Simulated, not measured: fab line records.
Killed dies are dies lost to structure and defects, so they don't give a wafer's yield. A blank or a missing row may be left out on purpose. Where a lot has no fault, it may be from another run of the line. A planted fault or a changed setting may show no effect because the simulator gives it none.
fab line records | flow nand_harc
record: lots: 24 wafers: 72 last_day: 33
route steps=1302 shown A_CONTACT@999
lots with no fault: from the same line, run without faults
start_h: hours from the record's first day to the start of the lot's first wafer shown | wait_h: hours since the lot's step before | " repeats the value in the row above | L1.1+2: one row covering several wafers at once | - either no value or no given start | * or withheld: withheld | < > ~ a bound
route shown NAME@n: NAME is a module with steps in the file, n the number in the route of the first one | usual: average and standard deviation across the fault-free wafers | same: alike in all rows | chamber/n: place in a boat | sites: readings site by site | _std_site: the standard deviation of these | _edge_site: the outer-site mean with the inner-site mean subtracted | radius_mm: for every site, how far away it sits from the centre of the wafer | mask NAME#n: copy n | behind: tool/chamber where the wafer was last shaped | hold: the reason the lot was held/the length of the hold in hours/how it ended | device: names the non-switching transistor (n, p or np) | end of line: at the end of the route, the tests of the same wafers | step lacking rows: just its recipe | killed: not the wafer's yield, but the dies lost to structure and defects at the first sort | map: a wafer's dies, x killed, . not, _ none there
set.NAME: setting as actually run; set.NAME@STEP: the setting as run at that earlier step | model.NAME: the simulator's own value behind a step, which no gauge read
route steps across a sampled set of lots; one table per step, one row per wafer
services: a tool's chamber out of use, with start hour (start_h, from the record's first day; less than 0 if before it), hours out, and reason
== steps ==
step: NHARC_A_CONTACT_INSPECT_44
usual: raw_defect_count: 79/35
columns lot.wafer tool chamber start_h wait_h raw_defect_count
L075.1 defect_inspect-02 - 502.02 0.0 52
L075.4 " - " " 46
L075.5 " - " " 53
L074.2 defect_inspect-02 - 502.34 0.0 123
L074.5 " - " " 108
L074.6 " - " " 99
L076.1 defect_inspect-01 - 516.72 0.0 96
L076.3 " - " " 99
L076.5 " - " " 103
L078.4 defect_inspect-02 - 517.10 0.0 102
L078.5 " - " " 111
L078.6 " - " " 125
L077.1 defect_inspect-01 - 532.51 0.0 75
L077.3 " - " " 72
L077.6 " - " " 68
L079.1 defect_inspect-01 - 552.35 0.0 76
L079.3 " - " " 74
L079.5 " - " " 84
L081.2 defect_inspect-02 - 572.63 0.0 62
L081.3 " - " " 54
L081.5 " - " " 71
L080.3 defect_inspect-02 - 577.55 0.0 105
L080.4 " - " " 111
L080.5 " - " " 110
L083.2 defect_inspect-01 - 579.62 0.0 166
L083.3 " - " " 159
L083.5 " - " " 159
L082.2 defect_inspect-01 - 581.75 0.0 25
L082.5 " - " " 29
L082.6 " - " " 27
L084.4 defect_inspect-02 - 594.76 0.0 14
L084.5 " - " " 13
L084.6 " - " " 13
L085.2 defect_inspect-02 - 605.24 0.0 118
L085.3 " - " " 142
L085.5 " - " " 127
L086.1 defect_inspect-01 - 605.44 0.0 79
L086.2 " - " " 70
L086.6 " - " " 64
L087.1 defect_inspect-02 - 615.34 0.0 61
L087.2 " - " " 68
L087.3 " - " " 54
L089.2 defect_inspect-02 - 631.40 0.0 92
L089.4 " - " " 91
L089.5 " - " " 99
L091.1 defect_inspect-02 - 638.26 0.0 102
L091.3 " - " " 106
L091.5 " - " " 83
L090.1 defect_inspect-02 - 639.41 0.0 93
L090.5 " - " " 88
L090.6 " - " " 97
L088.1 defect_inspect-02 - 643.62 0.0 65
L088.2 " - " " 64
L088.3 " - " " 62
L092.1 defect_inspect-01 - 663.04 0.0 56
L092.2 " - " " 61
L092.5 " - " " 52
L093.1 defect_inspect-02 - 672.31 0.0 86
L093.3 " - " " 112
L093.4 " - " " 104
L095.3 defect_inspect-01 - 689.30 0.0 87
L095.4 " - " " 72
L095.5 " - " " 65
L094.2 defect_inspect-01 - 689.54 0.0 36
L094.4 " - " " 40
L094.6 " - " " 44
L096.1 defect_inspect-01 - 701.43 0.0 31
L096.4 " - " " 35
L096.5 " - " " 40
L097.1 defect_inspect-02 - 718.47 0.0 32
L097.2 " - " " 36
L097.3 " - " " 46
step: NHARC_A_CONTACT_OVL_MEAS_70
usual: overlay_x_nm: -0.2/0.9 overlay_y_nm: -0.1/0.76
columns lot.wafer tool chamber start_h wait_h overlay_x_nm overlay_y_nm
L075.1 overlay-01 - 512.22 - -1.0 -0.2
L075.4 " - " " -0.2 0.1
L075.5 " - " " -0.4 0.4
L074.2 overlay-02 - 512.51 - -0.1 0.0
L074.5 " - " " -1.1 -0.6
L074.6 " - " " -0.7 0.1
L076.1 overlay-01 - 527.14 - -0.2 1.0
L076.3 " - " " -1.0 1.4
L076.5 " - " " -0.5 1.7
L078.4 overlay-01 - 527.49 - 1.0 -1.1
L078.5 " - " " 0.7 -0.8
L078.6 " - " " 0.6 -0.9
L077.1 overlay-02 - 544.75 - -1.6 -0.8
L077.3 " - " " -0.7 -0.2
L077.6 " - " " -1.1 -1.1
L079.1 overlay-02 - 563.40 - 0.7 0.0
L079.3 " - " " 0.7 0.5
L079.5 " - " " 1.0 0.7
L081.2 overlay-01 - 584.99 - -0.1 -0.6
L081.3 " - " " -0.3 -1.6
L081.5 " - " " -0.2 -1.0
L080.3 overlay-01 - 588.37 - 0.7 -0.6
L080.4 " - " " 1.0 0.1
L080.5 " - " " 0.9 -0.3
L083.2 overlay-02 - 589.73 - 0.5 -0.6
L083.3 " - " " 0.1 0.0
L083.5 " - " " 0.1 -0.4
L082.2 overlay-01 - 593.80 - 0.6 0.2
L082.5 " - " " 0.5 0.2
L082.6 " - " " 0.8 0.4
L084.4 overlay-02 - 608.62 - -0.9 -0.9
L084.5 " - " " -0.8 -0.7
L084.6 " - " " -1.1 -0.5
L085.2 overlay-01 - 615.45 - 1.7 1.2
L085.3 " - " " 1.2 1.0
L085.5 " - " " 2.2 1.0
L086.1 overlay-02 - 618.48 - -1.1 -0.5
L086.2 " - " " -0.9 -0.6
L086.6 " - " " -0.3 -0.5
L087.1 overlay-02 - 627.14 - 0.4 -1.1
L087.2 " - " " 0.1 -0.4
L087.3 " - " " 0.8 -1.0
L089.2 overlay-01 - 643.30 - -0.3 -1.4
L089.4 " - " " 0.5 -0.2
L089.5 " - " " -0.2 -0.7
L091.1 overlay-02 - 648.48 - -2.1 -0.5
L091.3 " - " " -2.3 -0.3
L091.5 " - " " -1.9 -0.8
L090.1 overlay-02 - 653.67 - -0.6 0.9
L090.5 " - " " -0.9 1.2
L090.6 " - " " -0.7 1.5
L088.1 overlay-02 - 656.81 - -1.0 -0.7
L088.2 " - " " -1.5 -1.5
L088.3 " - " " -1.4 -1.2
L092.1 overlay-01 - 675.55 - -1.0 1.4
L092.2 " - " " -1.7 1.0
L092.5 " - " " -1.4 1.0
L093.1 overlay-01 - 682.46 - -0.3 -0.6
L093.3 " - " " 0.0 -0.6
L093.4 " - " " -0.7 -0.4
L095.3 overlay-02 - 699.69 - -0.3 0.8
L095.4 " - " " 0.1 0.1
L095.5 " - " " -0.2 0.1
L094.2 overlay-01 - 699.84 - -0.7 -0.2
L094.4 " - " " -1.3 0.4
L094.6 " - " " -0.9 -0.6
L096.1 overlay-01 - 711.59 - -0.9 -0.2
L096.4 " - " " -1.1 -0.7
L096.5 " - " " -1.4 -0.3
L097.1 overlay-01 - 728.79 - 0.7 0.6
L097.2 " - " " 0.5 0.6
L097.3 " - " " 0.5 0.9
step: NHARC_A_CONTACT_ETCH_78
recipe: target_depth_a: 53000 over_etch_frac: 0.3 time_s: 1378 ion_energy_ev: 150 o2_flow_sccm: 400 cos_flow_sccm: 20 ar_flow_sccm: 0 rf_w: 500 bias_w: 300 chemistry: O2/COS
usual: drypump_motor_current_A: 5.6/0.43 oes_product_au: 1.001/0.01 rf_vpp_V: 313.8/2.3 showerhead_plenum_p_Torr: 3.10/0.15 throttle_valve_pct: 28.331/0.0093
columns lot.wafer tool chamber start_h wait_h drypump_motor_current_A oes_product_au rf_hours_counter_h rf_vpp_V showerhead_plenum_p_Torr throttle_valve_pct
L075.4 rie_diel-11 2 - - 5.8 1.003 8 311.2 2.96 28.319
L075.1 " 0 " " 5.4 0.998 7 317.4 3.30 28.325
L075.5 " 2 " " 5.8 0.984 - 311.2 2.96 28.327
L074.2 rie_diel-05 0 - - 5.0 1.009 34 314.0 3.15 28.325
L074.6 " 0 " " 5.0 1.008 - 313.8 3.15 28.325
L074.5 " 1 " " 5.8 1.008 - 316.7 3.29 28.344
L076.1 rie_diel-11 0 - - 5.4 1.007 10 317.2 3.30 28.315
L076.3 " 2 " " 5.8 1.002 11 311.0 2.95 28.331
L076.5 " 0 " " 5.4 1.010 - 317.2 3.30 28.330
L078.4 rie_diel-01 0 - - 6.0 1.015 44 310.3 2.95 28.330
L078.6 " 1 " " 5.3 0.995 - 312.9 3.04 28.335
L078.5 " 2 " " 6.4 0.992 - 312.3 2.94 28.338
L077.3 rie_diel-11 0 - - 5.4 1.006 13 316.8 3.30 28.328
L077.1 " 2 " " 5.8 0.997 15 310.6 2.95 28.320
L077.6 " 0 " " 5.4 1.012 - 317.3 3.30 28.331
L079.3 rie_diel-11 2 - - 5.8 1.002 17 311.7 2.95 28.331
L079.1 " 1 " " 6.1 1.015 16 309.5 2.92 28.329
L079.5 " 3 " " 5.1 1.016 - 315.0 3.24 28.336
L081.2 rie_diel-11 1 - - 6.1 0.997 20 309.9 2.92 28.328
L081.3 " 2 " " 5.8 0.987 21 312.7 2.95 28.333
L081.5 " 0 " " 5.4 1.002 - 316.4 3.29 28.331
L080.3 rie_diel-01 3 - - 5.8 1.008 8 313.9 3.13 28.344
L080.4 " 1 " " 5.2 0.987 10 312.8 3.03 28.344
L080.5 " 3 " " 5.8 0.998 - 314.2 3.13 28.325
L083.3 rie_diel-01 0 - - 6.0 1.006 10 311.7 2.93 28.338
L083.2 " 1 " " 5.3 0.992 10 313.9 3.03 28.329
L083.5 " 3 " " 5.8 1.015 - 314.5 3.13 28.330
L082.2 rie_diel-01 0 - - 6.0 0.996 11 309.4 2.93 28.328
L082.5 " 2 " " 6.4 0.988 - 311.1 2.93 28.325
L082.6 " 3 " " 5.8 1.009 - 314.1 3.13 28.338
L084.4 rie_diel-01 0 - - 6.0 1.007 15 312.4 2.93 28.314
L084.6 " 2 " " 6.4 0.981 - 310.5 2.93 28.344
L084.5 " 3 " " 5.8 1.007 - 315.0 3.13 28.340
L085.2 rie_diel-01 2 - - 6.4 0.977 19 311.5 2.93 28.338
L085.3 " 0 " " 6.0 1.011 17 309.4 2.93 28.337
L085.5 " 2 " " 6.4 0.982 - 312.4 2.93 28.332
L086.1 rie_diel-05 2 - - 5.9 1.007 7 315.9 3.15 28.312
L086.2 " 0 " " 5.0 0.988 7 314.0 3.13 28.333
L086.6 " 3 " " 5.2 0.999 - 315.8 3.31 28.335
L087.3 rie_diel-01 0 - - 5.9 1.008 20 311.9 2.93 28.321
L087.2 " 2 " " 6.4 0.988 22 311.1 2.93 28.334
L087.1 " 3 " " 5.8 1.010 22 313.4 3.12 28.337
L089.4 rie_diel-11 2 - - 5.8 1.004 5 312.5 2.94 28.353
L089.2 " 0 " " 5.4 0.993 4 315.1 3.29 28.328
L089.5 " 1 " " 6.1 1.008 - 312.1 2.91 28.324
L091.3 rie_diel-05 0 - - 5.0 1.000 19 314.1 3.13 28.338
L091.1 " 3 " " 5.2 0.998 22 317.4 3.30 28.335
L091.5 " 0 " " 5.0 1.004 - 314.7 3.13 28.334
L090.1 rie_diel-11 1 - - 6.1 0.994 6 311.2 2.91 28.336
L090.5 " 0 " " 5.4 0.994 - 315.3 3.29 28.340
L090.6 " 1 " " 6.1 0.996 - 311.3 2.91 28.326
L088.1 rie_diel-05 0 - - 5.0 0.998 22 314.2 3.13 28.334
L088.3 " 1 " " 5.8 1.000 21 317.1 3.27 28.325
L088.2 " 2 " " 5.9 1.009 23 315.9 3.14 28.339
L092.1 rie_diel-05 1 - - 5.8 0.994 25 316.3 3.27 28.335
L092.2 " 3 " " 5.2 0.998 28 316.2 3.30 28.329
L092.5 " 2 " " 5.9 1.016 - 315.3 3.14 28.325
L093.4 rie_diel-11 2 - - 5.8 1.009 12 312.5 2.94 28.333
L093.1 " 3 " " 5.0 1.000 12 315.8 3.23 28.341
L093.3 " 1 " " 6.1 1.004 11 311.4 2.91 28.316
L095.3 rie_diel-11 3 - - 5.1 1.002 15 316.9 3.23 28.326
L095.4 " 1 " " 6.1 0.997 14 312.3 2.91 28.321
L095.5 " 3 " " 5.0 1.002 - 314.5 3.23 28.331
L094.2 rie_diel-01 0 - - 6.0 1.008 46 311.0 2.92 28.333
L094.4 " 2 " " 6.4 0.988 50 311.6 2.91 28.352
L094.6 " 3 " " 5.8 1.010 - 314.6 3.11 28.326
L096.4 rie_diel-11 3 - - 5.1 0.996 18 315.5 3.23 28.326
L096.1 " 0 " " 5.4 1.001 16 317.3 3.28 28.325
L096.5 " 3 " " 5.1 0.996 - 315.0 3.23 28.313
L097.1 rie_diel-11 3 - - 5.1 0.994 20 315.8 3.23 28.313
L097.3 " 1 " " 6.1 1.008 18 311.5 2.91 28.336
L097.2 " 2 " " 5.9 1.013 20 310.6 2.94 28.333
step: NHARC_A_CONTACT_ETCH_129
recipe: source_w: withheld pressure_mtorr: 20 bias_v: 3000 time_s: 197 target_depth_a: 19180 ar_flow_sccm: withheld c4f8_flow_sccm: withheld o2_flow_sccm: withheld chemistry: C4F8/O2/Ar
usual: oes_air_line_au: 1.000/0.019
columns lot.wafer tool chamber start_h wait_h oes_air_line_au rf_hours_counter_h
L075.1 har_cap_etch-02 0 514.80 0.1 1.007 87
L075.4 " 1 " " 1.004 -
L075.5 " 1 " " 0.975 -
L074.2 har_cap_etch-01 1 515.34 0.1 1.006 1
L074.5 " 1 " " 1.003 -
L074.6 " 0 " " 0.966 -
L076.1 har_cap_etch-02 1 529.71 0.1 1.007 91
L076.3 " 1 " " 1.009 -
L076.5 " 1 " " 1.001 -
L078.4 har_cap_etch-01 1 530.16 0.1 0.994 -
L078.6 " 1 " " 0.987 -
L078.5 " 0 " " 1.003 -
L077.1 har_cap_etch-03 0 547.31 0.1 1.014 51
L077.3 " 0 " " 1.010 -
L077.6 " 0 " " 1.010 -
L079.1 har_cap_etch-03 1 566.31 0.1 0.972 52
L079.3 " 1 " " 0.982 -
L079.5 " 1 " " 1.002 -
L081.2 har_cap_etch-03 0 587.70 0.1 0.996 56
L081.3 " 0 " " 1.007 -
L081.5 " 1 " " 0.986 -
L080.3 har_cap_etch-02 1 590.99 0.1 1.005 -
L080.4 " 0 " " 0.994 -
L080.5 " 0 " " 1.029 -
L083.2 har_cap_etch-01 1 592.28 0.1 1.001 14
L083.3 " 0 " " 1.025 -
L083.5 " 0 " " 0.993 -
L082.2 har_cap_etch-02 0 596.40 0.1 0.961 101
L082.5 " 0 " " 0.954 -
L082.6 " 1 " " 0.975 -
L084.4 har_cap_etch-01 0 611.24 0.1 1.015 -
L084.6 " 0 " " 1.005 -
L084.5 " 1 " " 0.985 -
L085.2 har_cap_etch-02 0 619.40 0.1 1.024 106
L085.3 " 1 " " 1.037 -
L085.5 " 1 " " 1.040 -
L086.2 har_cap_etch-01 0 621.32 0.2 0.981 21
L086.1 " 1 " " 0.992 21
L086.6 " 1 " " 1.026 -
L087.1 har_cap_etch-01 0 629.73 0.1 1.003 23
L087.2 " 1 " " 1.027 23
L087.3 " 0 " " 1.016 -
L089.2 har_cap_etch-01 1 645.84 0.1 1.018 27
L089.4 " 0 " " 1.006 -
L089.5 " 1 " " 0.982 -
L091.1 har_cap_etch-02 1 651.07 0.1 1.001 113
L091.3 " 1 " " 1.019 -
L091.5 " 0 " " 1.021 -
L090.1 har_cap_etch-01 1 656.26 0.1 1.007 29
L090.6 " 0 " " 1.016 -
L090.5 " 1 " " 0.976 -
L088.2 har_cap_etch-01 0 659.37 0.1 1.027 30
L088.1 " 1 " " 0.988 30
L088.3 " 1 " " 1.017 -
L092.2 har_cap_etch-02 1 678.09 0.1 1.040 118
L092.1 " 0 " " 0.996 118
L092.5 " 1 " " 1.012 -
L093.1 har_cap_etch-01 0 685.05 0.1 0.993 34
L093.3 " 1 " " 0.992 -
L093.4 " 0 " " 1.005 -
L095.3 har_cap_etch-03 0 702.29 0.1 0.990 -
L095.4 " 1 " " 1.029 -
L095.5 " 0 " " 0.943 -
L094.2 har_cap_etch-02 1 702.39 0.1 0.995 123
L094.4 " 0 " " 1.010 -
L094.6 " 1 " " 1.006 -
L096.1 har_cap_etch-01 1 714.17 0.1 1.023 40
L096.4 " 0 " " 0.995 -
L096.5 " 0 " " 1.008 -
L097.2 har_cap_etch-01 1 731.35 0.1 1.001 42
L097.1 " 0 " " 1.039 42
L097.3 " 1 " " 0.995 -
step: NHARC_A_CONTACT_CD_MEAS_80
usual: cd_nm: 289.6/0.74
columns lot.wafer tool chamber start_h wait_h cd_nm
L075.1 cd_sem-03 - 516.48 - 289.4
L075.4 " - " " 290.3
L075.5 " - " " 289.5
L074.2 cd_sem-01 - 517.15 - 289.7
L074.5 " - " " 289.2
L074.6 " - " " 290.0
L076.1 cd_sem-03 - 531.39 - 289.6
L076.3 " - " " 289.6
L076.5 " - " " 289.1
L078.4 cd_sem-01 - 531.83 - 288.8
L078.5 " - " " 289.1
L078.6 " - " " 288.8
L077.1 cd_sem-03 - 549.03 - 289.5
L077.3 " - " " 290.2
L077.6 " - " " 289.4
L079.1 cd_sem-01 - 568.01 - 287.1
L079.3 " - " " 287.9
L079.5 " - " " 287.3
L081.2 cd_sem-03 - 589.38 - 289.4
L081.3 " - " " 289.8
L081.5 " - " " 289.7
L080.3 cd_sem-01 - 592.64 - 288.3
L080.4 " - " " 288.9
L080.5 " - " " 289.3
L083.2 cd_sem-02 - 593.99 - 290.6
L083.3 " - " " 289.8
L083.5 " - " " 290.2
L082.2 cd_sem-01 - 598.11 - 289.8
L082.5 " - " " 289.9
L082.6 " - " " 289.6
L084.4 cd_sem-03 - 612.91 - 289.7
L084.5 " - " " 289.2
L084.6 " - " " 289.3
L085.2 cd_sem-01 - 621.19 - 289.5
L085.3 " - " " 289.0
L085.5 " - " " 288.8
L086.1 cd_sem-01 - 623.41 - 289.8
L086.2 " - " " 290.4
L086.6 " - " " 290.0
L087.1 cd_sem-01 - 631.72 - 290.0
L087.2 " - " " 290.7
L087.3 " - " " 289.3
L089.2 cd_sem-01 - 647.56 - 289.4
L089.4 " - " " 289.5
L089.5 " - " " 289.9
L091.1 cd_sem-02 - 652.76 - 289.7
L091.3 " - " " 290.1
L091.5 " - " " 290.2
L090.1 cd_sem-02 - 657.95 - 289.8
L090.5 " - " " 290.4
L090.6 " - " " 290.2
L088.1 cd_sem-02 - 661.09 - 290.3
L088.2 " - " " 290.3
L088.3 " - " " 290.0
L092.1 cd_sem-03 - 679.83 - 290.0
L092.2 " - " " 290.7
L092.5 " - " " 290.5
L093.1 cd_sem-02 - 686.72 - 288.1
L093.3 " - " " 288.1
L093.4 " - " " 288.6
L095.3 cd_sem-01 - 703.96 - 289.8
L095.4 " - " " 289.3
L095.5 " - " " 290.2
L094.2 cd_sem-03 - 704.10 - 290.1
L094.4 " - " " 288.7
L094.6 " - " " 289.2
L096.1 cd_sem-03 - 715.90 - 289.1
L096.4 " - " " 290.0
L096.5 " - " " 288.8
L097.1 cd_sem-01 - 733.06 - 289.7
L097.2 " - " " 289.8
L097.3 " - " " 290.5
step: NHARC_A_CONTACT_INSPECT_10
usual: raw_defect_count: 81/35
columns lot.wafer tool chamber start_h wait_h raw_defect_count
L075.1 defect_inspect-02 - 519.94 0.0 50
L075.4 " - " " 49
L075.5 " - " " 58
L074.2 defect_inspect-02 - 521.00 0.0 122
L074.5 " - " " 120
L074.6 " - " " 100
L076.1 defect_inspect-02 - 536.64 0.0 93
L076.3 " - " " 102
L076.5 " - " " 108
L078.4 defect_inspect-02 - 537.00 0.0 105
L078.5 " - " " 110
L078.6 " - " " 120
L077.1 defect_inspect-01 - 552.46 0.0 71
L077.3 " - " " 73
L077.6 " - " " 75
L079.1 defect_inspect-01 - 571.43 0.0 76
L079.3 " - " " 80
L079.5 " - " " 84
L081.2 defect_inspect-02 - 593.90 0.0 64
L081.3 " - " " 55
L081.5 " - " " 69
L080.3 defect_inspect-02 - 597.34 0.0 110
L080.4 " - " " 114
L080.5 " - " " 111
L083.2 defect_inspect-01 - 597.83 0.0 161
L083.3 " - " " 158
L083.5 " - " " 159
L082.2 defect_inspect-01 - 605.03 0.0 28
L082.5 " - " " 31
L082.6 " - " " 27
L084.4 defect_inspect-02 - 621.01 0.0 13
L084.5 " - " " 12
L084.6 " - " " 11
L085.2 defect_inspect-01 - 625.43 0.0 118
L085.3 " - " " 141
L085.5 " - " " 127
L086.1 defect_inspect-01 - 630.87 0.0 83
L086.2 " - " " 75
L086.6 " - " " 63
L087.1 defect_inspect-01 - 639.52 0.0 58
L087.2 " - " " 64
L087.3 " - " " 56
L089.2 defect_inspect-01 - 654.60 0.0 89
L089.4 " - " " 96
L089.5 " - " " 94
L091.1 defect_inspect-02 - 656.34 0.0 98
L091.3 " - " " 109
L091.5 " - " " 91
L090.1 defect_inspect-01 - 661.34 0.0 96
L090.5 " - " " 95
L090.6 " - " " 104
L088.1 defect_inspect-02 - 665.16 0.0 60
L088.2 " - " " 62
L088.3 " - " " 58
L092.1 defect_inspect-02 - 683.50 0.0 70
L092.2 " - " " 75
L092.5 " - " " 62
L093.1 defect_inspect-01 - 690.93 0.0 86
L093.3 " - " " 116
L093.4 " - " " 108
L095.3 defect_inspect-01 - 707.43 0.0 92
L095.4 " - " " 79
L095.5 " - " " 68
L094.2 defect_inspect-02 - 707.69 0.0 40
L094.4 " - " " 44
L094.6 " - " " 51
L096.1 defect_inspect-02 - 719.33 0.0 32
L096.4 " - " " 42
L096.5 " - " " 39
L097.1 defect_inspect-02 - 736.87 0.0 34
L097.2 " - " " 46
L097.3 " - " " 44
== services ==
columns tool chamber start_h hours kind
rie_diel-11 0 490.69 - clean
rie_diel-11 1 490.69 - clean
rie_diel-11 2 490.69 - clean
rie_diel-11 3 490.69 - clean
rie_diel-05 3 491.62 1.4 repair
har_cap_etch-01 - 497.00 17.0 pm
har_cap_etch-01 0 497.00 17.0 vent_cycle
har_cap_etch-01 1 497.00 17.0 vent_cycle
har_cap_etch-01 0 514.00 - clean
har_cap_etch-01 1 514.00 - clean
rie_diel-11 0 515.19 - clean
rie_diel-11 1 515.19 - clean
rie_diel-11 - 547.39 0.5 repair
rie_diel-11 3 550.39 8.1 repair
rie_diel-01 - 558.24 9.0 pm
rie_diel-05 - 583.85 9.0 pm
rie_diel-11 - 609.69 9.0 pm
rie_diel-11 - 619.94 0.7 repair
rie_diel-05 2 682.78 3.6 repair
rie_diel-01 3 688.07 2.9 repair
rie_diel-01 2 690.59 2.4 repair
rie_diel-11 - 708.43 0.9 repair
rie_diel-01 - 716.62 0.8 repair
rie_diel-01 1 728.06 8.6 repair
== key ==
fault none
